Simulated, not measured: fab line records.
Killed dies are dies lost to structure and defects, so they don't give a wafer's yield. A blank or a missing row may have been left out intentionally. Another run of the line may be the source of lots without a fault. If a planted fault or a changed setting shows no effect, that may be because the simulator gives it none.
fab line records + flow nand_harc
[record]
- lots = 12
- wafers = 36
- last_day = 25
route steps=1159 shown P_START@1 P_ZERO_WELL@26 END@1159
lots that met no fault: from a run of the same line without faults
start_h: start of the lot's first displayed wafer, in hours after the record's first day + wait_h: hours since the lot's step before + " the same as in the row above + L1.1+2: a row that stands for several wafers + - value missing, or start not given + * or withheld: withheld + < > ~ a bound
route shown NAME@n: NAME is a module with steps in the file, n the number in the route of the first one + usual: mean/standard deviation taken from wafers without a fault + same: alike in all rows + chamber/n: place in a boat + sites: readings site by site + _std_site: standard deviation of those values + _edge_site: outer sites' mean less inner sites' + radius_mm: for every site, how far away it sits from the centre of the wafer + mask NAME#n: copy n + behind: the tool/chamber that last shaped the wafer + hold: why the lot was held/for how many hours/how that ended + device: transistor that didn't switch, given as n, p or np + end of line: the tests these same wafers got at the end of their route + for a step that has no rows: nothing shown but its recipe + killed: the dies lost at the first sort to structure and to defects; this is not the yield of the wafer + map: shows each die of a wafer: x if killed, . if not, _ if none is there
set.NAME: setting as actually run; set.NAME@STEP: the setting as run at that earlier step + model.NAME: the simulator's own value behind a step, which no gauge read
steps of the route over a sample of lots; a table a step, a row a wafer
services: a tool's chamber out of use, with start hour (start_h, from the record's first day; less than 0 if before it), hours out, and reason
[[steps]]
[step NHARC_P_START_INSPECT_01]
[usual]
- raw_defect_count = 3.8/1.9
| lot.wafer | tool              | chamber | start_h | wait_h | raw_defect_count |
|-----------|-------------------|---------|---------|--------|------------------|
| L339.1    | defect_inspect-01 | -       | 12.04   | -      | 7                |
| L339.4    | "                 | -       | "       | "      | 3                |
| L339.5    | "                 | -       | "       | "      | 5                |
| L341.1    | defect_inspect-01 | -       | 24.04   | -      | 2                |
| L341.2    | "                 | -       | "       | "      | 3                |
| L341.6    | "                 | -       | "       | "      | 2                |
| L342.3    | defect_inspect-01 | -       | 30.04   | -      | 3                |
| L342.4    | "                 | -       | "       | "      | 4                |
| L342.6    | "                 | -       | "       | "      | 4                |
| L344.2    | defect_inspect-01 | -       | 42.04   | -      | 5                |
| L344.3    | "                 | -       | "       | "      | 7                |
| L344.5    | "                 | -       | "       | "      | 3                |
| L345.1    | defect_inspect-01 | -       | 48.04   | -      | 8                |
| L345.2    | "                 | -       | "       | "      | 3                |
| L345.3    | "                 | -       | "       | "      | 5                |
| L354.1    | defect_inspect-02 | -       | 102.04  | -      | 2                |
| L354.4    | "                 | -       | "       | "      | 5                |
| L354.5    | "                 | -       | "       | "      | 1                |
| L355.1    | defect_inspect-02 | -       | 108.04  | -      | 1                |
| L355.3    | "                 | -       | "       | "      | 5                |
| L355.6    | "                 | -       | "       | "      | 3                |
| L357.2    | defect_inspect-01 | -       | 120.04  | -      | 8                |
| L357.3    | "                 | -       | "       | "      | 1                |
| L357.6    | "                 | -       | "       | "      | 1                |
| L358.2    | defect_inspect-02 | -       | 126.04  | -      | 5                |
| L358.3    | "                 | -       | "       | "      | 0                |
| L358.4    | "                 | -       | "       | "      | 4                |
| L360.2    | defect_inspect-01 | -       | 138.04  | -      | 2                |
| L360.5    | "                 | -       | "       | "      | 5                |
| L360.6    | "                 | -       | "       | "      | 4                |
| L361.3    | defect_inspect-01 | -       | 144.04  | -      | 5                |
| L361.4    | "                 | -       | "       | "      | 5                |
| L361.5    | "                 | -       | "       | "      | 2                |
| L362.3    | defect_inspect-02 | -       | 150.05  | -      | 6                |
| L362.4    | "                 | -       | "       | "      | 5                |
| L362.6    | "                 | -       | "       | "      | 4                |
[step NHARC_P_ZERO_WELL_EXPOSE_21]
[recipe]
- na = 0.6
- target_cd_nm = 720
- dose_mj = 22.31
- mask_id = P_NWELL
[usual]
- focus_offset_nm = -0.2/0.52
[same]
- na = 0.6
| lot.wafer | tool           | chamber | start_h | wait_h | mask      | focus_offset_nm |
|-----------|----------------|---------|---------|--------|-----------|-----------------|
| L339.1    | krf_scanner-04 | 0       | 14.30   | -      | P_NWELL#0 | 0.0             |
| L339.4    | "              | 0       | "       | "      | P_NWELL#0 | -0.3            |
| L339.5    | "              | 0       | "       | "      | P_NWELL#0 | -0.8            |
| L341.1    | krf_scanner-01 | 0       | 26.42   | -      | P_NWELL#0 | -0.3            |
| L341.2    | "              | 0       | "       | "      | P_NWELL#0 | 0.7             |
| L341.6    | "              | 0       | "       | "      | P_NWELL#0 | 0.0             |
| L342.3    | krf_scanner-02 | 0       | 32.47   | -      | P_NWELL#0 | -0.1            |
| L342.4    | "              | 0       | "       | "      | P_NWELL#0 | -0.1            |
| L342.6    | "              | 0       | "       | "      | P_NWELL#0 | -0.5            |
| L344.2    | krf_scanner-04 | 0       | 44.43   | -      | P_PWELL#0 | 0.0             |
| L344.3    | "              | 0       | "       | "      | P_PWELL#0 | -0.9            |
| L344.5    | "              | 0       | "       | "      | P_PWELL#0 | -0.7            |
| L345.1    | krf_scanner-02 | 0       | 50.46   | -      | P_NWELL#0 | 0.3             |
| L345.2    | "              | 0       | "       | "      | P_NWELL#0 | 0.1             |
| L345.3    | "              | 0       | "       | "      | P_NWELL#0 | 0.3             |
| L354.1    | krf_scanner-02 | 0       | 104.41  | -      | P_NWELL#0 | -0.3            |
| L354.4    | "              | 0       | "       | "      | P_NWELL#0 | -0.8            |
| L354.5    | "              | 0       | "       | "      | P_NWELL#0 | -0.1            |
| L355.1    | krf_scanner-04 | 0       | 110.43  | -      | P_NWELL#0 | 0.1             |
| L355.3    | "              | 0       | "       | "      | P_NWELL#0 | 0.7             |
| L355.6    | "              | 0       | "       | "      | P_NWELL#0 | -0.1            |
| L357.2    | krf_scanner-02 | 0       | 122.44  | -      | P_NWELL#0 | 0.7             |
| L357.3    | "              | 0       | "       | "      | P_NWELL#0 | 0.3             |
| L357.6    | "              | 0       | "       | "      | P_NWELL#0 | 0.1             |
| L358.2    | krf_scanner-02 | 0       | 128.18  | -      | P_NWELL#0 | -0.2            |
| L358.3    | "              | 0       | "       | "      | P_NWELL#0 | -0.2            |
| L358.4    | "              | 0       | "       | "      | P_NWELL#0 | -0.3            |
| L360.2    | krf_scanner-01 | 0       | 140.51  | -      | P_NWELL#0 | -0.9            |
| L360.5    | "              | 0       | "       | "      | P_NWELL#0 | -0.5            |
| L360.6    | "              | 0       | "       | "      | P_NWELL#0 | -1.0            |
| L361.3    | krf_scanner-02 | 0       | 146.46  | -      | P_NWELL#0 | -0.5            |
| L361.4    | "              | 0       | "       | "      | P_NWELL#0 | -0.3            |
| L361.5    | "              | 0       | "       | "      | P_NWELL#0 | 0.2             |
| L362.3    | krf_scanner-02 | 0       | 152.24  | -      | P_NWELL#0 | -0.9            |
| L362.4    | "              | 0       | "       | "      | P_NWELL#0 | -0.3            |
| L362.6    | "              | 0       | "       | "      | P_NWELL#0 | -0.9            |
[step NHARC_P_ZERO_WELL_CD_MEAS_24]
[recipe]
- target_cd_nm = 720
- landing_energy_ev = 500
[usual]
- cd_nm = 720.4/1.2
[same]
- landing_energy_ev = 500
| lot.wafer | tool      | chamber | start_h | wait_h | cd_nm |
|-----------|-----------|---------|---------|--------|-------|
| L339.1    | cd_sem-03 | 0       | 14.46   | -      | 719.5 |
| L339.4    | "         | 0       | "       | "      | 719.9 |
| L339.5    | "         | 0       | "       | "      | 720.7 |
| L341.1    | cd_sem-02 | 0       | 26.58   | -      | 722.1 |
| L341.2    | "         | 0       | "       | "      | 721.8 |
| L341.6    | "         | 0       | "       | "      | 721.7 |
| L342.3    | cd_sem-02 | 0       | 32.63   | -      | 720.9 |
| L342.4    | "         | 0       | "       | "      | 722.0 |
| L342.6    | "         | 0       | "       | "      | 721.7 |
| L344.2    | cd_sem-03 | 0       | 44.58   | -      | -     |
| L344.3    | "         | 0       | "       | "      | -     |
| L344.5    | "         | 0       | "       | "      | -     |
| L345.1    | cd_sem-01 | 0       | 50.63   | -      | 719.2 |
| L345.2    | "         | 0       | "       | "      | 718.2 |
| L345.3    | "         | 0       | "       | "      | 721.8 |
| L354.1    | cd_sem-03 | 0       | 104.57  | -      | 719.2 |
| L354.4    | "         | 0       | "       | "      | 718.3 |
| L354.5    | "         | 0       | "       | "      | 719.2 |
| L355.1    | cd_sem-02 | 0       | 110.59  | -      | 720.4 |
| L355.3    | "         | 0       | "       | "      | 719.8 |
| L355.6    | "         | 0       | "       | "      | 719.3 |
| L357.2    | cd_sem-03 | 0       | 122.60  | -      | 723.4 |
| L357.3    | "         | 0       | "       | "      | 721.2 |
| L357.6    | "         | 0       | "       | "      | 722.2 |
| L358.2    | cd_sem-01 | 0       | 128.33  | -      | 721.4 |
| L358.3    | "         | 0       | "       | "      | 720.6 |
| L358.4    | "         | 0       | "       | "      | 720.0 |
| L360.2    | cd_sem-02 | 0       | 140.66  | -      | 722.7 |
| L360.5    | "         | 0       | "       | "      | 721.0 |
| L360.6    | "         | 0       | "       | "      | 720.3 |
| L361.3    | cd_sem-03 | 0       | 146.61  | -      | 721.1 |
| L361.4    | "         | 0       | "       | "      | 719.2 |
| L361.5    | "         | 0       | "       | "      | 722.4 |
| L362.3    | cd_sem-03 | 0       | 152.39  | -      | 720.1 |
| L362.4    | "         | 0       | "       | "      | 718.6 |
| L362.6    | "         | 0       | "       | "      | 721.2 |
[step NHARC_P_ZERO_WELL_DESCUM_26]
[recipe]
- time_s = 3
- o2_flow_sccm = 200
- ar_flow_sccm = 0
- bias_power_w = 0
- chemistry = O2
[usual]
- chamber_pressure_mTorr = 60.01/0.054
- drypump_motor_current_A = 5.8/0.35
- o2_flow_sccm = 200.1/0.63
- oes_product_au = 1.001/0.0068
- rf_vpp_V = 57.8/0.82
- showerhead_plenum_p_Torr = 1.92/0.087
- throttle_valve_pct = 11.311/0.0095
| lot.wafer | tool        | chamber | start_h | wait_h | chamber_pressure_mTorr | drypump_motor_current_A | o2_flow_sccm | oes_product_au | rf_hours_counter_h | rf_vpp_V | showerhead_plenum_p_Torr | throttle_valve_pct |
|-----------|-------------|---------|---------|--------|------------------------|-------------------------|--------------|----------------|--------------------|----------|--------------------------|--------------------|
| L339.4    | rie_diel-05 | 1       | 14.63   | -      | 59.95                  | 5.1                     | 200.6        | 0.993          | 1                  | 58.6     | 1.80                     | 11.290             |
| L339.1    | "           | 3       | "       | "      | 59.92                  | 5.6                     | 199.3        | 0.990          | 1                  | 59.7     | 2.06                     | 11.316             |
| L339.5    | "           | 1       | "       | "      | 60.08                  | 5.1                     | 200.3        | 0.993          | -                  | 57.0     | 1.80                     | 11.312             |
| L341.1    | rie_diel-11 | 2       | 26.74   | -      | 60.00                  | 5.9                     | 200.1        | 1.007          | 0                  | 57.3     | 2.02                     | 11.312             |
| L341.2    | "           | 0       | "       | "      | 60.02                  | 6.1                     | 200.2        | 1.012          | 0                  | 58.1     | 1.90                     | 11.307             |
| L341.6    | "           | 3       | "       | "      | 59.89                  | 6.1                     | 200.0        | 0.998          | -                  | 57.7     | 1.99                     | 11.322             |
| L342.3    | rie_diel-11 | 1       | 32.78   | -      | 59.99                  | 6.2                     | 199.9        | 1.009          | 1                  | 56.6     | 1.84                     | 11.299             |
| L342.4    | "           | 0       | "       | "      | 60.01                  | 6.1                     | 199.4        | 1.003          | 0                  | 56.7     | 1.90                     | 11.313             |
| L342.6    | "           | 2       | "       | "      | 59.95                  | 5.9                     | 199.8        | 1.003          | -                  | 59.2     | 2.02                     | 11.299             |
| L344.2    | rie_diel-10 | 2       | 44.75   | -      | 60.04                  | 6.0                     | 198.8        | 0.997          | 2                  | 57.0     | 1.84                     | 11.304             |
| L344.3    | "           | 0       | "       | "      | 60.00                  | 5.8                     | 200.3        | 1.006          | 2                  | 58.1     | 2.01                     | 11.312             |
| L344.5    | "           | 2       | "       | "      | 59.96                  | 6.0                     | 200.2        | 0.997          | -                  | 57.3     | 1.84                     | 11.327             |
| L345.2    | rie_diel-10 | 3       | 50.80   | -      | 59.99                  | 5.9                     | 198.7        | 1.001          | 2                  | 56.8     | 1.79                     | 11.310             |
| L345.3    | "           | 0       | "       | "      | 60.01                  | 5.8                     | 201.0        | 0.999          | 2                  | 58.1     | 2.01                     | 11.317             |
| L345.1    | "           | 1       | "       | "      | 60.02                  | 5.2                     | 201.1        | 1.003          | 2                  | 56.1     | 1.95                     | 11.315             |
| L354.1    | rie_diel-10 | 1       | 104.76  | -      | 59.94                  | 5.2                     | 198.8        | 1.014          | 7                  | 58.7     | 1.95                     | 11.316             |
| L354.5    | "           | 0       | "       | "      | 59.99                  | 5.8                     | 200.8        | 1.009          | -                  | 58.4     | 2.01                     | 11.311             |
| L354.4    | "           | 1       | "       | "      | 59.94                  | 5.2                     | 199.6        | 1.015          | -                  | 58.7     | 1.95                     | 11.312             |
| L355.1    | rie_diel-10 | 2       | 110.76  | -      | 59.94                  | 6.0                     | 200.8        | 0.995          | 7                  | 56.9     | 1.84                     | 11.298             |
| L355.3    | "           | 0       | "       | "      | 60.00                  | 5.8                     | 199.4        | 1.001          | 7                  | 58.4     | 2.01                     | 11.308             |
| L355.6    | "           | 2       | "       | "      | 59.99                  | 6.0                     | 200.2        | 0.990          | -                  | 56.8     | 1.84                     | 11.328             |
| L357.2    | rie_diel-05 | 2       | 122.76  | -      | 59.95                  | 6.0                     | 199.3        | 1.005          | 9                  | 58.6     | 1.92                     | 11.304             |
| L357.3    | "           | 1       | "       | "      | 59.99                  | 5.1                     | 200.0        | 1.004          | 9                  | 58.0     | 1.80                     | 11.313             |
| L357.6    | "           | 3       | "       | "      | 60.02                  | 5.7                     | 200.8        | 0.998          | -                  | 58.2     | 2.06                     | 11.314             |
| L358.4    | rie_diel-05 | 2       | 128.49  | -      | 60.02                  | 6.1                     | 200.3        | 0.997          | 9                  | 57.5     | 1.92                     | 11.314             |
| L358.3    | "           | 3       | "       | "      | 60.03                  | 5.6                     | 199.5        | 0.996          | 7                  | 58.3     | 2.06                     | 11.289             |
| L358.2    | "           | 0       | "       | "      | 59.97                  | 5.8                     | 199.5        | 1.007          | 8                  | 57.8     | 1.85                     | 11.312             |
| L360.2    | rie_diel-05 | 1       | 140.86  | -      | 60.01                  | 5.1                     | 200.3        | 0.999          | 10                 | 57.7     | 1.80                     | 11.316             |
| L360.5    | "           | 2       | "       | "      | 60.03                  | 6.0                     | 200.0        | 1.008          | -                  | 57.0     | 1.92                     | 11.319             |
| L360.6    | "           | 3       | "       | "      | 59.98                  | 5.6                     | 200.6        | 1.007          | -                  | 58.3     | 2.06                     | 11.312             |
| L361.3    | rie_diel-10 | 2       | 146.78  | -      | 60.02                  | 6.0                     | 200.4        | 1.005          | 10                 | 57.3     | 1.84                     | 11.312             |
| L361.4    | "           | 3       | "       | "      | 60.01                  | 5.9                     | 200.6        | 0.997          | 9                  | 59.0     | 1.79                     | 11.295             |
| L361.5    | "           | 1       | "       | "      | 60.02                  | 5.2                     | 201.5        | 1.007          | -                  | 58.3     | 1.95                     | 11.317             |
| L362.4    | rie_diel-05 | 1       | 152.55  | -      | 60.01                  | 5.1                     | 200.9        | 0.996          | 11                 | 57.8     | 1.80                     | 11.326             |
| L362.3    | "           | 3       | "       | "      | 60.06                  | 5.6                     | 200.0        | 0.998          | 9                  | 59.2     | 2.06                     | 11.297             |
| L362.6    | "           | 1       | "       | "      | 60.03                  | 5.1                     | 200.5        | 0.997          | -                  | 57.6     | 1.80                     | 11.303             |
[step NHARC_P_ZERO_WELL_CD_MEAS_52]
[recipe]
- target_cd_nm = 2000
- landing_energy_ev = 500
[usual]
- cd_nm = 1999.9/1.2
[same]
- landing_energy_ev = 500
| lot.wafer | tool      | chamber | start_h | wait_h | cd_nm  |
|-----------|-----------|---------|---------|--------|--------|
| L339.1    | cd_sem-01 | 0       | 17.62   | -      | 2001.5 |
| L339.4    | "         | 0       | "       | "      | 2001.5 |
| L339.5    | "         | 0       | "       | "      | 2001.0 |
| L341.1    | cd_sem-03 | 0       | 29.86   | -      | 2001.5 |
| L341.2    | "         | 0       | "       | "      | 2000.7 |
| L341.6    | "         | 0       | "       | "      | 2000.8 |
| L342.3    | cd_sem-01 | 0       | 35.77   | -      | 2000.4 |
| L342.4    | "         | 0       | "       | "      | 1998.8 |
| L342.6    | "         | 0       | "       | "      | 1999.0 |
| L344.2    | cd_sem-03 | 0       | 47.78   | -      | 2000.4 |
| L344.3    | "         | 0       | "       | "      | 2000.1 |
| L344.5    | "         | 0       | "       | "      | 1998.6 |
| L345.1    | cd_sem-03 | 0       | 53.78   | -      | 2000.1 |
| L345.2    | "         | 0       | "       | "      | 1999.9 |
| L345.3    | "         | 0       | "       | "      | 2000.2 |
| L354.1    | cd_sem-03 | 0       | 107.65  | -      | 1999.5 |
| L354.4    | "         | 0       | "       | "      | 2000.1 |
| L354.5    | "         | 0       | "       | "      | 2000.7 |
| L355.1    | cd_sem-02 | 0       | 113.76  | -      | 2000.8 |
| L355.3    | "         | 0       | "       | "      | 1999.4 |
| L355.6    | "         | 0       | "       | "      | 2000.1 |
| L357.2    | cd_sem-01 | 0       | 125.77  | -      | 2000.1 |
| L357.3    | "         | 0       | "       | "      | 1998.5 |
| L357.6    | "         | 0       | "       | "      | 1999.9 |
| L358.2    | cd_sem-03 | 0       | 131.50  | -      | 1999.1 |
| L358.3    | "         | 0       | "       | "      | 1996.6 |
| L358.4    | "         | 0       | "       | "      | 1997.8 |
| L360.2    | cd_sem-01 | 0       | 143.96  | -      | 1999.1 |
| L360.5    | "         | 0       | "       | "      | 1998.5 |
| L360.6    | "         | 0       | "       | "      | 1998.6 |
| L361.3    | cd_sem-03 | 0       | 149.77  | -      | 2000.9 |
| L361.4    | "         | 0       | "       | "      | 1999.6 |
| L361.5    | "         | 0       | "       | "      | 1998.6 |
| L362.3    | cd_sem-01 | 0       | 155.67  | -      | 1999.4 |
| L362.4    | "         | 0       | "       | "      | 1999.5 |
| L362.6    | "         | 0       | "       | "      | 1998.7 |
[step NHARC_END_SORT_01]
[recipe]
- temp_c = 25
[usual]
- killed_at_array = 27/11
- killed_at_other = 0.7/0.93
- killed_at_periphery = 2.9/1.9
- killed_dies = 30/11
- killed_open = 3.1/1.7
- killed_short = 1.9/1.3
[same]
- gross_dies = 677
| lot.wafer | tool      | chamber | start_h | wait_h | killed_at_array | killed_at_other | killed_at_periphery | killed_dies | killed_open | killed_short |
|-----------|-----------|---------|---------|--------|-----------------|-----------------|---------------------|-------------|-------------|--------------|
| L344.2    | prober-01 | 0       | 464.54  | 2.8    | 28              | 3               | 646                 | 677         | 2           | 2            |
| L344.3    | prober-01 | 0       | 465.34  | 3.1    | 38              | 2               | 637                 | 677         | 1           | 4            |
| L344.5    | prober-01 | 0       | 466.94  | 3.7    | 29              | 0               | 648                 | 677         | 4           | 2            |
| L355.1    | prober-01 | 0       | 549.60  | 2.5    | 27              | 1               | 2                   | 30          | 3           | 2            |
| L355.3    | prober-01 | 0       | 551.18  | 3.1    | 37              | 0               | 1                   | 38          | 3           | 0            |
| L355.6    | prober-01 | 0       | 553.55  | 3.9    | 27              | 0               | 0                   | 27          | 1           | 1            |
// killed by level:class
L344.2 P_ZERO_WELL:area_expose=645 A_CHANNEL_HOLE_D1:chamber_film_flake=12 A_SLIT:chamber_film_flake=6 A_STAIRCASE:chamber_film_flake=3 THIN_TSV:chamber_film_flake=3 A_WL_FILL:chamber_film_flake=2 A_SOURCE_PLATE:geometric_particle:short=1 A_SLIT:geometric_particle:open=1
L344.3 P_ZERO_WELL:area_expose=634 A_CHANNEL_HOLE_D1:chamber_film_flake=17 A_SLIT:chamber_film_flake=10 A_STAIRCASE:chamber_film_flake=5 A_WL_FILL:geometric_particle:short=2 A_CONTACT:chamber_film_flake=2 THIN_TSV:chamber_film_flake=2 P_M0:geometric_particle:open=1
L344.5 P_ZERO_WELL:area_expose=645 A_CHANNEL_HOLE_D1:chamber_film_flake=14 A_SLIT:chamber_film_flake=6 A_CONTACT:chamber_film_flake=4 P_M0:geometric_particle:open=1 A_SOURCE_PLATE:geometric_particle:open=1 A_SOURCE_PLATE:geometric_particle:short=1 A_ONON_D1:geometric_particle:open=1
L355.1 A_SLIT:chamber_film_flake=11 A_CHANNEL_HOLE_D1:chamber_film_flake=4 A_CONTACT:geometric_particle:open=3 A_CONTACT:chamber_film_flake=3 A_M1:chamber_film_flake=3 A_ONON_D1:geometric_particle:short=1 A_WL_FILL:geometric_particle:short=1 P_GATE:chamber_film_flake=1
L355.3 A_SLIT:chamber_film_flake=21 A_CHANNEL_HOLE_D1:chamber_film_flake=5 A_M1:chamber_film_flake=5 A_CONTACT:chamber_film_flake=3 P_GATE:geometric_particle:open=1 A_CONTACT:geometric_particle:open=1 A_M0:geometric_particle:open=1 A_WL_FILL:chamber_film_flake=1
L355.6 A_SLIT:chamber_film_flake=12 A_CHANNEL_HOLE_D1:chamber_film_flake=6 A_CONTACT:chamber_film_flake=3 A_M1:chamber_film_flake=3 A_ONON_D1:geometric_particle:short=1 A_CONTACT:geometric_particle:open=1 A_STAIRCASE:chamber_film_flake=1
[[services]]
| tool           | chamber | start_h | hours | kind        |
|----------------|---------|---------|-------|-------------|
| rie_diel-05    | 0       | -4.40   | -     | clean       |
| rie_diel-05    | 1       | -4.40   | -     | clean       |
| rie_diel-05    | 2       | -4.40   | -     | clean       |
| rie_diel-05    | 3       | -4.40   | -     | clean       |
| rie_diel-10    | -       | -0.44   | 9.0   | pm          |
| rie_diel-11    | -       | 12.59   | 9.0   | pm          |
| krf_scanner-02 | -       | 16.74   | -     | calibration |
| rie_diel-10    | 1       | 17.22   | 1.5   | repair      |
| krf_scanner-02 | 0       | 19.26   | -     | calibration |
| krf_scanner-02 | -       | 38.00   | 4.0   | pm          |
| rie_diel-05    | 3       | 44.58   | 7.6   | repair      |
| rie_diel-11    | 0       | 58.41   | 2.0   | repair      |
| krf_scanner-01 | -       | 70.32   | 0.6   | repair      |
| rie_diel-10    | 2       | 72.20   | 15.8  | repair      |
| krf_scanner-01 | -       | 84.00   | 4.0   | pm          |
| krf_scanner-02 | -       | 94.89   | 2.5   | repair      |
| rie_diel-11    | 2       | 94.90   | 7.3   | repair      |
| rie_diel-10    | 3       | 102.31  | 4.6   | repair      |
| krf_scanner-02 | -       | 105.24  | 1.7   | repair      |
| rie_diel-10    | -       | 118.42  | 4.4   | repair      |
| krf_scanner-04 | -       | 126.00  | 4.0   | pm          |
| rie_diel-11    | 3       | 139.44  | 3.0   | repair      |
| rie_diel-10    | 2       | 151.03  | 6.8   | repair      |
| rie_diel-05    | -       | 151.26  | 0.7   | repair      |
[[key]]
[first_sign]
- step = NHARC_P_ZERO_WELL_EXPOSE_21
- reading = mask
- direction = changed
[effect]
- step = NHARC_P_ZERO_WELL_CD_MEAS_24
- reading = cd_nm
- direction = missing
[effect]
- step = NHARC_END_SORT_01
- reading = killed_at_periphery
- direction = up
- sigmas = 99+
- usual = 2.9
- struck = 643.7
[more_kills_born_at]
- NHARC_P_ZERO_WELL_EXPOSE_21@krf_scanner-04 = 1924
met_at NHARC_P_ZERO_WELL_EXPOSE_21
struck_lots L344
later_rows_left_out L344.2,L344.3,L344.5
tester_left_out L344
not_acting_at NHARC_P_START_INSPECT_01,NHARC_P_ZERO_WELL_DESCUM_26,NHARC_P_ZERO_WELL_CD_MEAS_52
onset_between 14.30 44.43
[fault]
- kind = wrong_mask
- tool = any
- chamber = -
- onset_h = 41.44
- steps = NHARC_P_ZERO_WELL_EXPOSE_21
- aux_copy = P_PWELL#0
- scope = struck_lots_only
// tester_left_out: of these lots the tester's yield and bins aren't shown, on N5 and GAA mostly nor the transistor test; their killed dies are dies lost to structure and defects alone, not to doping, threshold or leakage, so they don't give the yield
// later_rows_left_out: the simulator's readings of these wafers behind a module that went badly wrong aren't trusted and aren't shown, but for the sort
